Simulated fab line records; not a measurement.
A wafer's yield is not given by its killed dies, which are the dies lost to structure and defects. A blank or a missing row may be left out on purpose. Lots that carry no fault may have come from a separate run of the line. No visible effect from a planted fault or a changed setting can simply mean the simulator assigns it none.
Problem report, 8D (eight disciplines) form, completed by code    flow nand_harc    the parts of the form that need people (team, actions taken, sign-off) are left out

1. PROBLEM STATEMENT
A mean of 2.8 % is read at NHARC_END_SORT_01 for sort_bin_3_pct, taken on 1 wafer of 1 lot, against 0.6 % (standard deviation 0.31) on wafers free of any fault. That is +7.1 standard deviations from the usual mean.
Earliest sighting: wafer L550.4 on prober-01 at day 30 14:38. The record holds 3 wafers of 1 lot with a number at this step. Rule for "out", or "out of limits": more than 4 standard deviations from the usual mean. All remaining wafers that have a number are taken as sound.

2. WHAT THIS IS AND IS NOT
question                     is                 is not
which readings at this step  sort_bin_3_pct     killed_at_other, killed_at_periphery, killed_open, killed_short, sort_bin_4_pct, sort_rim_yield_pct
which lots                   L550               -
which wafers of those lots   L550.4             L550.3, L550.6
read on which gauges         prober-01          -
when                         from day 30 14:38  up to then (1 sound wafer); but 1 sound wafer of L550 came after

3. SUSPECTS, AND WHAT RULES EACH OUT
Counting: if a tool at a process step up to the reading ran every lot that is out, it stays a suspect. Sound lots after the first of them don't rule it out here, since some wafers of a struck lot are sound.
- the gauge at NHARC_END_SORT_01: kept. All the wafers that are out were read on prober-01, and no step on other tools shows them out.
- rie_diel-02 at NHARC_A_M1_ETCH_15 (etches the open film in C4F8/Ar, target depth 182.5 nm, time 91.2 s): kept. It ran the lot that is out, L550 (day 29 03:51).
- rie_diel-03 at NHARC_THIN_TSV_ETCH_44 (etches the open film in CF4/O2, target depth 1594.2 nm, time 797.1 s): kept. It ran the lot that is out, L550 (day 29 23:00).
- pecvd-02 at NHARC_THIN_TSV_DEP_47 (deposits SiO2, target thk 200 nm): kept. It ran the lot that is out, L550 (day 30 00:32).
- rtp_anneal-01 at NHARC_THIN_TSV_ANNEAL_52 (time 90 s): kept. It ran the lot that is out, L550 (day 30 02:44).
- In rie_diel-02 at NHARC_A_M1_ETCH_15, the wafers that are out were processed in chamber 0 and their sound lot-mates in chambers 1, 3.
- In rie_diel-03 at NHARC_THIN_TSV_ETCH_44, the wafers that are out were processed in chamber 3 and their sound lot-mates in chambers 0, 2.
- In pecvd-02 at NHARC_THIN_TSV_DEP_47, the wafers that are out were processed in chamber 0 and their sound lot-mates in chambers 1, 2.
Left after counting: rie_diel-02 at NHARC_A_M1_ETCH_15, rie_diel-03 at NHARC_THIN_TSV_ETCH_44, pecvd-02 at NHARC_THIN_TSV_DEP_47, rtp_anneal-01 at NHARC_THIN_TSV_ANNEAL_52, prober-01 at NHARC_END_SORT_01.

4. THE CAUSE (what the simulator had put in)
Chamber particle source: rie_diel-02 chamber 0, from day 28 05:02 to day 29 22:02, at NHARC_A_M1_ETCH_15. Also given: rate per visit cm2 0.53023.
After counting, 5 suspects remain, this tool included.

5. THE EFFECT CHAIN, in route order
One row per reading whose mean, taken over the struck wafers that have a number, lies over 3 standard deviations from the usual. Only readings whose record carries a usual standard deviation are examined. hours: median over the lots of the time between each lot's start at the first step of this table that gives one and its start at this step. sigmas: the change, counted in usual standard deviations.
hours  step               reading               usual   on struck wafers  change  sigmas
0      NHARC_END_SORT_01  defect_limited_yield  91.5 %  84.3              -7.2    -3.0
0      NHARC_END_SORT_01  killed_at_array       52      104               +52     +3.2
0      NHARC_END_SORT_01  killed_dies           57      106               +49     +3.1
0      NHARC_END_SORT_01  sort_bin_2_pct        3.0 %   6.4               +3.4    +3.1
0      NHARC_END_SORT_01  sort_bin_3_pct        0.6 %   2.8               +2.2    +7.1
0      NHARC_END_SORT_01  sort_n_pass           620     571               -49     -3.1
0      NHARC_END_SORT_01  sort_yield_pct        91.5 %  84.3              -7.2    -3.0

6. HOW IT WOULD HAVE BEEN CAUGHT EARLIER
In this record the first reading out of limits at a measuring or inspecting step was taken at day 30 14:38, 58 hours after the fault began at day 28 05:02.
An alarm limit of 4 standard deviations would not have fired on the tool readings at NHARC_A_M1_ETCH_15 for which the record gives a usual standard deviation, since none of them was out on any struck wafer.
All the lots that are out (1) had begun NHARC_A_M1_ETCH_15 on rie_diel-02 by day 30 14:38. Holding the tool at that point would not have protected any of them.
